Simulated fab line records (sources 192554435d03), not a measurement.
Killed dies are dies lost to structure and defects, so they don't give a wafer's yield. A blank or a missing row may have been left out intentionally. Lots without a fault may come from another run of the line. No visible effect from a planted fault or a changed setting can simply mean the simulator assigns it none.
fab line records || flow n5Finfet
record: {"lots": 4, "wafers": 12, "lastDay": 16}
route steps=1938 shown PASSIVATION@1901
lots that met no fault: from a run of the same line without faults
startH: hours from the record's opening day to when the first of the lot's shown wafers began || waitH: time in hours since the lot's previous step || " same as the row above || L1.1+2: a row that stands for several wafers || - no value present, or no start provided || * or withheld: withheld || < > ~ a bound
route shown NAME@n: a module of which the file shows steps, and the number in the route of the first || usual: the fault-free wafers' mean and standard deviation || same: alike in all rows || chamber/n: place in a boat || sites: the reading at each site || _std_site: the values' standard deviation || _edge_site: the outer-site mean with the inner-site mean subtracted || radiusMm: for every site, how far away it sits from the centre of the wafer || mask NAME#n: copy n || behind: the most recent tool/chamber to have shaped the wafer || hold: the reason the lot was held/the length of the hold in hours/how it ended || device: names the non-switching transistor (n, p or np) || end of line: tests run on the same wafers once the route is complete || step lacking rows: just its recipe || killed: dies lost to structure and defects at the first sort, not the wafer's yield || map: shows each die of a wafer: x if killed, . if not, _ if none is there
set.NAME: setting as actually run; set.NAME@STEP: the setting as run at that earlier step || model.NAME: the simulator's own value behind a step, which no gauge read
lots seen at some steps along the route; tables by step, rows by wafer
services: from which hour (startH, from the record's first day; less than 0 if before it) a tool's chamber was out of use, for how many hours, and why
== steps ==
step: N5_PASSIVATION_EXPOSE_27
recipe: {"maskId": "PAD", "na": 0.55, "sourceShape": "conventional", "sigmaOuter": 0.8, "polarization": "unpolarized", "defocusNm": 0, "doseMj": 32.3}
step: N5_PASSIVATION_PEB_28
recipe: {"pebTempC": "withheld", "pebTimeS": "*"}
step: N5_PASSIVATION_DEVELOP_29
recipe: {"developTimeS": 60, "rinseLiquid": "diw", "dry": "airSpin", "devTempC": 21}
step: N5_PASSIVATION_HARDBAKE_31
recipe: {"tempC": 130, "timeS": 120}
step: N5_PASSIVATION_DESCUM_32
recipe: {"chemistry": "O2", "timeS": 7.9, "sourcePowerW": 50, "biasPowerW": 20, "pressureMtorr": 20, "rfFrequencyHz": 2.712e+07, "tempC": 40, "o2FlowSccm": 225}
step: N5_PASSIVATION_AL_ETCH_33
recipe: {"chemistry": "Cl2/BCl3", "targetDepthA": 28000, "overEtchFrac": 0.15, "Cl2_flow_sccm": 180, "bcl3FlowSccm": 60, "target": "Al", "stopOn": "TaN", "timeS": 466.7, "ionEnergyEv": 100, "pressureMtorr": 10, "icpW": 900, "biasW": 100}
step: N5_PASSIVATION_ETCH_59
recipe: {"chemistry": "Cl2/BCl3", "target": "TaN", "targetDepthA": 650, "timeS": 34.9, "ionEnergyEv": 100, "pressureMtorr": 10, "icpW": 900, "biasW": 100, "Cl2_flow_sccm": 60, "bcl3FlowSccm": 30}
step: N5_PASSIVATION_STRIP_34
recipe: {"chemistry": "O2", "powerW": 600, "tempC": 60, "pressureMtorr": 30, "rfFrequencyHz": 6e+07, "biasPowerW": 0, "overashFraction": 2, "o2FlowSccm": 225}
step: N5_PASSIVATION_STRIP_51
recipe: {"chemistry": "postEtchResidueRemover", "timeS": 1200, "tempC": 72.5}
step: N5_PASSIVATION_CLEAN_69
recipe: {"chemistry": "IPA", "timeS": 180, "tempC": 25}
same: {"timeS": 180}
{"lot.wafer": "L792.1+3+6", "tool": "wetBench-04", "chamber": "5,6,7", "startH": 337.47, "waitH": 0.0}
{"lot.wafer": "L793.1+3+5", "tool": "wetBench-01", "chamber": "7,5,0", "startH": 346.04, "waitH": 0.0}
{"lot.wafer": "L795.1+2+6", "tool": "wetBench-04", "chamber": "4,6,3", "startH": 358.91, "waitH": 0.0}
{"lot.wafer": "L797.4+5+6", "tool": "wetBench-04", "chamber": "2,1,6", "startH": 374.76, "waitH": 0.0}
step: N5_PASSIVATION_SRD_70
recipe: {"dry": "ipaMarangoni", "timeS": 30, "tempC": 23, "rinseLiquid": "diw"}
step: N5_PASSIVATION_PECVD_53
recipe: {"material": "SiO2", "targetThkA": 8000, "tempC": 400, "precursor": "TEOS/O2", "pressureTorr": 6.5, "rfW": "withheld", "teosFlowSccm": "withheld", "gas": "O2", "flowSccm": 2650, "timeS": 169.4}
step: N5_PASSIVATION_PECVD_35
recipe: {"material": "SiNx", "targetThkA": 7000, "tempC": 400, "precursor": "SiH4/NH3/N2", "pressureTorr": 4.9, "rfW": 1406, "timeS": 151.3}
step: N5_PASSIVATION_HMDS_37
recipe: {"timeS": 60, "tempC": 120}
step: N5_PASSIVATION_COAT_38
recipe: {"spinRpm": 3000, "resistThkNm": "withheld"}
step: N5_PASSIVATION_EBR_40
recipe: {"solvent": "PGMEA", "ebrWidthMm": 1.5}
step: N5_PASSIVATION_SOFTBAKE_39
recipe: {"tempC": 110, "timeS": 120}
step: N5_PASSIVATION_EXPOSE_41
recipe: {"maskId": "PASS_OPEN", "na": 0.55, "defocusNm": 0, "sourceShape": "conventional", "sigmaOuter": 0.8, "polarization": "unpolarized", "targetCdNm": 40000, "doseMj": 57.25}
step: N5_PASSIVATION_PEB_42
recipe: {"pebTempC": "withheld", "pebTimeS": "*"}
step: N5_PASSIVATION_DEVELOP_43
recipe: {"developTimeS": 60, "rinseLiquid": "diw", "dry": "airSpin", "devTempC": 21}
step: N5_PASSIVATION_HARDBAKE_45
recipe: {"tempC": 130, "timeS": 120}
step: N5_PASSIVATION_DESCUM_46
recipe: {"chemistry": "O2", "timeS": 7.9, "sourcePowerW": 50, "biasPowerW": 20, "pressureMtorr": 20, "rfFrequencyHz": 2.712e+07, "tempC": 40, "o2FlowSccm": 225}
step: N5_PASSIVATION_PASS_ETCH_47
recipe: {"chemistry": "CF4/O2", "target": "SiNx", "targetDepthA": 7700, "timeS": 385, "ionEnergyEv": 100, "pressureMtorr": 40, "sourceW": 535, "biasW": 49, "Ar_flow_sccm": 100, "cf4FlowSccm": 100, "O2_flow_sccm": 10}
step: N5_PASSIVATION_ETCH_54
recipe: {"chemistry": "CHF3/O2", "target": "SiO2", "targetDepthA": 8800, "CHF3_flow_sccm": 50, "O2_flow_sccm": 5, "Ar_flow_sccm": 200, "timeS": 440, "maskMaterial": "PR", "pressureMtorr": 30, "sourceW": 650, "biasW": 170, "ionEnergyEv": 200}
step: N5_PASSIVATION_STRIP_48
recipe: {"chemistry": "O2", "powerW": 600, "tempC": 60, "pressureMtorr": 30, "rfFrequencyHz": 6e+07, "biasPowerW": 0, "overashFraction": 0.5, "o2FlowSccm": 225}
step: N5_PASSIVATION_STRIP_52
recipe: {"chemistry": "postEtchResidueRemover", "timeS": 1200, "tempC": 72.5}
step: N5_PASSIVATION_CLEAN_71
recipe: {"chemistry": "IPA", "timeS": 180, "tempC": 25}
step: N5_PASSIVATION_SRD_72
recipe: {"dry": "ipaMarangoni", "timeS": 30, "tempC": 23, "rinseLiquid": "diw"}
step: N5_PASSIVATION_ANNEAL_56
recipe: {"tempC": 400, "timeS": 1800, "ambient": "FGA", "idleTempC": 300, "rampUpCPerMin": 5, "rampDownCPerMin": 3}
step: N5_PASSIVATION_PROBE_49
usual: {"defectLimitedYield": "91.2/1.5", "killed_at_M0_to_M3": "35/11", "killed_at_M4_up": "13/5.6", "killedAtContacts": "13/6.3", "killedAtFrontEnd": "38/12", "killedAtOther": "3.7/2.9", "killedDies": "104/18", "killedOnRim": "14/3.8", "killedOpen": "69/13", "killedShort": "34/8.3", "sort_bin_5_function": "5.2/0.95", "sort_bin_6_memory": "3.3/0.68", "sortNPass": "1076/18", "sortYieldPct": "91.2/1.5"}
same: {"grossDies": 1180, "killedAtBackSide": 0, "sort_bin_4_leakage[%]": 0, "sort_bin_8_speed[%]": 0}
{"lot.wafer": "L792.1", "tool": "prober-01", "chamber": "-", "startH": 341.54, "waitH": 0.0, "defectLimitedYield[%]": 90.6, "killed_at_M0_to_M3": 27, "killed_at_M4_up": 12, "killedAtContacts": 12, "killedAtFrontEnd": 55, "killedAtOther": 5, "killedDies": 111, "killedOnRim": 14, "killedOpen": 75, "killedShort": 35, "sort_bin_5_function[%]": 5.2, "sort_bin_6_memory[%]": 3.9, "sortNPass": 1069, "sortYieldPct[%]": 90.6}
{"lot.wafer": "L792.3", "tool": "prober-01", "chamber": "-", "startH": 341.64, "waitH": 0.1, "defectLimitedYield[%]": 91.2, "killed_at_M0_to_M3": 15, "killed_at_M4_up": 9, "killedAtContacts": 26, "killedAtFrontEnd": 53, "killedAtOther": 1, "killedDies": 104, "killedOnRim": 13, "killedOpen": 61, "killedShort": 43, "sort_bin_5_function[%]": 5.8, "sort_bin_6_memory[%]": 2.7, "sortNPass": 1076, "sortYieldPct[%]": 91.2}
{"lot.wafer": "L792.6", "tool": "prober-01", "chamber": "-", "startH": 341.79, "waitH": 0.3, "defectLimitedYield[%]": 91.0, "killed_at_M0_to_M3": 28, "killed_at_M4_up": 12, "killedAtContacts": 9, "killedAtFrontEnd": 57, "killedAtOther": 0, "killedDies": 106, "killedOnRim": 14, "killedOpen": 66, "killedShort": 39, "sort_bin_5_function[%]": 5.1, "sort_bin_6_memory[%]": 3.6, "sortNPass": 1074, "sortYieldPct[%]": 91.0}
{"lot.wafer": "L793.1", "tool": "prober-01", "chamber": "-", "startH": 349.86, "waitH": 0.0, "defectLimitedYield[%]": 90.8, "killed_at_M0_to_M3": 45, "killed_at_M4_up": 21, "killedAtContacts": 5, "killedAtFrontEnd": 33, "killedAtOther": 4, "killedDies": 108, "killedOnRim": 17, "killedOpen": 69, "killedShort": 38, "sort_bin_5_function[%]": 5.3, "sort_bin_6_memory[%]": 3.4, "sortNPass": 1072, "sortYieldPct[%]": 90.8}
{"lot.wafer": "L793.3", "tool": "prober-01", "chamber": "-", "startH": 349.96, "waitH": 0.1, "defectLimitedYield[%]": 93.0, "killed_at_M0_to_M3": 28, "killed_at_M4_up": 16, "killedAtContacts": 10, "killedAtFrontEnd": 20, "killedAtOther": 9, "killedDies": 83, "killedOnRim": 12, "killedOpen": 58, "killedShort": 25, "sort_bin_5_function[%]": 4.3, "sort_bin_6_memory[%]": 2.5, "sortNPass": 1097, "sortYieldPct[%]": 93.0}
{"lot.wafer": "L793.5", "tool": "prober-01", "chamber": "-", "startH": 350.06, "waitH": 0.2, "defectLimitedYield[%]": 90.8, "killed_at_M0_to_M3": 48, "killed_at_M4_up": 10, "killedAtContacts": 17, "killedAtFrontEnd": 31, "killedAtOther": 3, "killedDies": 109, "killedOnRim": 18, "killedOpen": 58, "killedShort": 51, "sort_bin_5_function[%]": 5.7, "sort_bin_6_memory[%]": 3.1, "sortNPass": 1071, "sortYieldPct[%]": 90.8}
{"lot.wafer": "L795.1", "tool": "prober-01", "chamber": "-", "startH": 362.73, "waitH": 0.0, "defectLimitedYield[%]": 83.9, "killed_at_M0_to_M3": 30, "killed_at_M4_up": 11, "killedAtContacts": 4, "killedAtFrontEnd": 30, "killedAtOther": 115, "killedDies": 190, "killedOnRim": 17, "killedOpen": 48, "killedShort": 29, "sort_bin_5_function[%]": 10.9, "sort_bin_6_memory[%]": 3.6, "sortNPass": 990, "sortYieldPct[%]": 83.9}
{"lot.wafer": "L795.2", "tool": "prober-01", "chamber": "-", "startH": 362.78, "waitH": 0.1, "defectLimitedYield[%]": 83.6, "killed_at_M0_to_M3": 26, "killed_at_M4_up": 5, "killedAtContacts": 5, "killedAtFrontEnd": 35, "killedAtOther": 122, "killedDies": 193, "killedOnRim": 17, "killedOpen": 53, "killedShort": 28, "sort_bin_5_function[%]": 9.7, "sort_bin_6_memory[%]": 4.2, "sortNPass": 987, "sortYieldPct[%]": 83.6}
{"lot.wafer": "L795.6", "tool": "prober-01", "chamber": "-", "startH": 362.98, "waitH": 0.3, "defectLimitedYield[%]": 85.1, "killed_at_M0_to_M3": 18, "killed_at_M4_up": 6, "killedAtContacts": 5, "killedAtFrontEnd": 40, "killedAtOther": 107, "killedDies": 176, "killedOnRim": 23, "killedOpen": 49, "killedShort": 25, "sort_bin_5_function[%]": 9.9, "sort_bin_6_memory[%]": 3.1, "sortNPass": 1004, "sortYieldPct[%]": 85.1}
{"lot.wafer": "L797.4", "tool": "prober-01", "chamber": "-", "startH": 378.79, "waitH": 0.2, "defectLimitedYield[%]": 84.9, "killed_at_M0_to_M3": 29, "killed_at_M4_up": 10, "killedAtContacts": 15, "killedAtFrontEnd": 47, "killedAtOther": 77, "killedDies": 178, "killedOnRim": 31, "killedOpen": 76, "killedShort": 27, "sort_bin_5_function[%]": 9.2, "sort_bin_6_memory[%]": 4.8, "sortNPass": 1002, "sortYieldPct[%]": 84.9}
{"lot.wafer": "L797.5", "tool": "prober-01", "chamber": "-", "startH": 378.84, "waitH": 0.2, "defectLimitedYield[%]": 84.1, "killed_at_M0_to_M3": 26, "killed_at_M4_up": 8, "killedAtContacts": 17, "killedAtFrontEnd": 38, "killedAtOther": 99, "killedDies": 188, "killedOnRim": 25, "killedOpen": 59, "killedShort": 30, "sort_bin_5_function[%]": 9.9, "sort_bin_6_memory[%]": 4.2, "sortNPass": 992, "sortYieldPct[%]": 84.1}
{"lot.wafer": "L797.6", "tool": "prober-01", "chamber": "-", "startH": 378.89, "waitH": 0.3, "defectLimitedYield[%]": 83.8, "killed_at_M0_to_M3": 26, "killed_at_M4_up": 5, "killedAtContacts": 20, "killedAtFrontEnd": 36, "killedAtOther": 104, "killedDies": 191, "killedOnRim": 15, "killedOpen": 59, "killedShort": 29, "sort_bin_5_function[%]": 11.2, "sort_bin_6_memory[%]": 3.5, "sortNPass": 989, "sortYieldPct[%]": 83.8}
killed by level:class
L792.1 FIN_SAQP:geometricParticle:open=18 FIN_SAQP:geometricParticle:short=11 MOL_CONTACT_COAG:geometricParticle:open=11 BEOL_M0_SAQP:geometricParticle:open=9 BEOL_M0_SAQP:geometricParticle:short=7 STI_FIN_REVEAL:geometricParticle:open=6 BEOL_M1:geometricParticle:open=6 STARTING-WAFER:geometricParticle:open=6
L792.3 FIN_SAQP:geometricParticle:open=20 MOL_CONTACT_COAG:geometricParticle:open=18 FIN_SAQP:geometricParticle:short=12 MOL_CONTACT_COAG:geometricParticle:short=8 STI_FIN_REVEAL:geometricParticle:open=7 BEOL_M0_SAQP:geometricParticle:short=7 BEOL_M1:geometricParticle:short=5 BEOL_M0_SAQP:geometricParticle:open=3
L792.6 FIN_SAQP:geometricParticle:open=17 FIN_SAQP:geometricParticle:short=11 BEOL_M0_SAQP:geometricParticle:short=10 STI_FIN_REVEAL:geometricParticle:open=8 MOL_CONTACT_COAG:geometricParticle:open=7 BEOL_M1:geometricParticle:open=6 GATE_CUT:geometricParticle:short=5 BEOL_M0_SAQP:geometricParticle:open=5
L793.1 BEOL_M3:geometricParticle:open=9 BEOL_M0_SAQP:geometricParticle:short=8 BEOL_M4:geometricParticle:open=8 BEOL_M0_SAQP:geometricParticle:open=7 GATE_CUT:geometricParticle:open=6 BEOL_M0:geometricParticle:open=6 FIN_SAQP:geometricParticle:short=5 FIN_SAQP:geometricParticle:open=4
L793.3 MOL_CONTACT_COAG:geometricParticle:open=10 BEOL_M4:geometricParticle:open=8 BEOL_M3:geometricParticle:open=7 BEOL_M0_SAQP:geometricParticle:short=6 BEOL_M0:geometricParticle:open=4 BEOL_M2:geometricParticle:open=4 PAD_METAL:geometricParticle:open=4 PAD_METAL:geometricParticle:short=4
L793.5 BEOL_M0_SAQP:geometricParticle:short=20 BEOL_M0_SAQP:geometricParticle:open=9 MOL_CONTACT_COAG:geometricParticle:open=9 MOL_CONTACT_COAG:geometricParticle:short=8 FIN_SAQP:geometricParticle:short=6 FIN_SAQP:geometricParticle:open=6 BEOL_M3:geometricParticle:open=6 DUMMY_GATE:geometricParticle:open=5
L795.1 PASSIVATION:unspecified=112 STI_FIN_REVEAL:geometricParticle:open=13 BEOL_M2:geometricParticle:open=6 FIN_SAQP:geometricParticle:short=5 BEOL_M0_SAQP:geometricParticle:open=4 BEOL_M0_SAQP:geometricParticle:short=4 BEOL_M0:geometricParticle:open=4 BEOL_M2:geometricParticle:short=4
L795.2 PASSIVATION:unspecified=112 BEOL_M0_SAQP:geometricParticle:open=7 FIN_SAQP:geometricParticle:open=6 MOL_CONTACT_COAG:geometricParticle:open=5 ILD0:geometricParticle:short=4 PASS1_CAP:geometricParticle:open=4 FIN_SAQP:geometricParticle:short=3 FIN_CUT:geometricParticle:open=3
L795.6 PASSIVATION:unspecified=101 STI_FIN_REVEAL:geometricParticle:open=13 DUMMY_GATE:geometricParticle:open=5 BEOL_M3:geometricParticle:open=5 FIN_SAQP:geometricParticle:short=4 MOL_CONTACT_COAG:geometricParticle:open=4 BEOL_M0_SAQP:geometricParticle:short=4 STARTING-WAFER:geometricParticle:short=4
L797.4 PASSIVATION:unspecified=75 FIN_SAQP:geometricParticle:open=15 MOL_CONTACT_COAG:geometricParticle:open=14 FIN_SAQP:geometricParticle:short=8 BEOL_M3:geometricParticle:open=7 BEOL_M4:geometricParticle:open=7 ILD0:geometricParticle:open=5 BEOL_M0_SAQP:geometricParticle:open=5
L797.5 PASSIVATION:unspecified=98 MOL_CONTACT_COAG:geometricParticle:open=14 FIN_SAQP:geometricParticle:short=11 FIN_SAQP:geometricParticle:open=9 BEOL_M2:geometricParticle:open=6 BEOL_M0_SAQP:geometricParticle:short=5 BEOL_M3:geometricParticle:open=4 STARTING-WAFER:geometricParticle:open=4
L797.6 PASSIVATION:unspecified=103 MOL_CONTACT_COAG:geometricParticle:open=15 FIN_SAQP:geometricParticle:open=9 BEOL_M3:geometricParticle:open=8 BEOL_M2:geometricParticle:open=7 FIN_SAQP:geometricParticle:short=6 GATE_CUT:geometricParticle:short=6 MOL_CONTACT_COAG:geometricParticle:short=5
map L795.2 (x killed, . not)
_________________............________________
______________..x.......x......x_____________
___________.....x.x........x..x...x__________
__________....................x....._________
________..................x.x...x.xx.x_______
_______.................x....xxxxxxxx.x______
______.....................x.xxxxxxxxxxx_____
_____......................xxxxxxxxxxxxx.____
____.......................x.xxxxxxxxxxx..___
___......x......x........x..xxxxxxxxxxx....__
___...............x.......xx.xxxxxxxxxx....__
__....x....x................xxxxxxxxx.xx...._
__.....................x..x.xxxxxxxxxx.x...._
_.................x.........xxxxx.xxx.x..x...
_.......................xx.x.x..x.x..x.x.....
_..x.....x.....x..............x...x....x.....
_.....................x......x........x......
_x.......x......xx................x...xxx....
_........x............x...............xx.....
_.................x......x...................
_.............x.........................x....
__x...x...................x....x............_
__............xx.....x.........x.....x......_
___.................................x......__
___............x.......x..........xx.......__
____.............x.............x..........___
_____...x.................x..............____
______.....x.............x.............._____
_______..........................x.....______
________.x...x......................x._______
__________x....................x.xx._________
___________..x..x..x........x......__________
______________.x......x........._____________
_________________............________________
map L797.6 (x killed, . not)
_________________........x...________________
______________.....x....x......x_____________
___________....x..x..........x...x.__________
__________..................xxxxxx.._________
________.x.............x.....xxxx..x.._______
_______.........x............x.xxxxx...______
______..x......x..x......x...xxxxxx.x..x_____
_____..................x..xxxxxxxxxxxxxx.____
____.................x...xxxxxxxxxxxxxx.x.___
___..............x........xxxxxxxxxxxx.xx..__
___..............x....x....xxxxxxxxxxxxx..x__
__...............x......x..xx.xxxxxxx.xx...._
__.......................x.xxxxxxxx.x.x.x..._
_...........................xx..xxxxx.x..x.xx
_..xx..........x.....x........x.xx.x.........
_...................x...x.............x......
_.................x.................x........
_..............x.............................
_..x......................x..................
_.........x.x..x..........xx...x.............
_.......................x..............x...x.
__.........................................._
__..........x.....................x........._
___...................x............x.x.....__
___...................x....x...............__
____.........x...................xxx......___
_____.........x........x.................____
______.....x...x..x.x..........x........_____
_______.....x............x....xx.......______
________...x.........................._______
__________.........................._________
___________.x............x.x.......__________
______________...............x.x_____________
_________________............________________
== services ==
{"tool": "wetBench-04", "chamber": "-", "startH": 347.96, "hours": 1.9, "kind": "repair"}
{"tool": "wetBench-01", "chamber": "-", "startH": 369.94, "hours": 3.2, "kind": "repair"}
== key ==
firstSign: {"step": "N5_PASSIVATION_PROBE_49", "reading": "killedAtOther", "direction": "up", "sigmas": 35, "usual": 3.7, "struck": 104}
effect: {"step": "N5_PASSIVATION_PROBE_49", "reading": "killedDies", "direction": "up", "sigmas": 4.6, "usual": 104, "struck": 186}
moreKillsBornAt: {"N5_PASSIVATION_CLEAN_69@wetBench-04": 601}
metAt N5_PASSIVATION_CLEAN_69
struckWafers L795.1,L795.2,L795.6,L797.4,L797.5,L797.6
onsetBetween 337.47 358.91
alsoFits time
fault: {"kind": "chamberParticleSource", "tool": "wetBench-04", "chamber": "-", "onsetH": 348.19, "steps": "N5_PASSIVATION_CLEAN_69", "ratePerVisitCm2": 0.62821, "endH": 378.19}
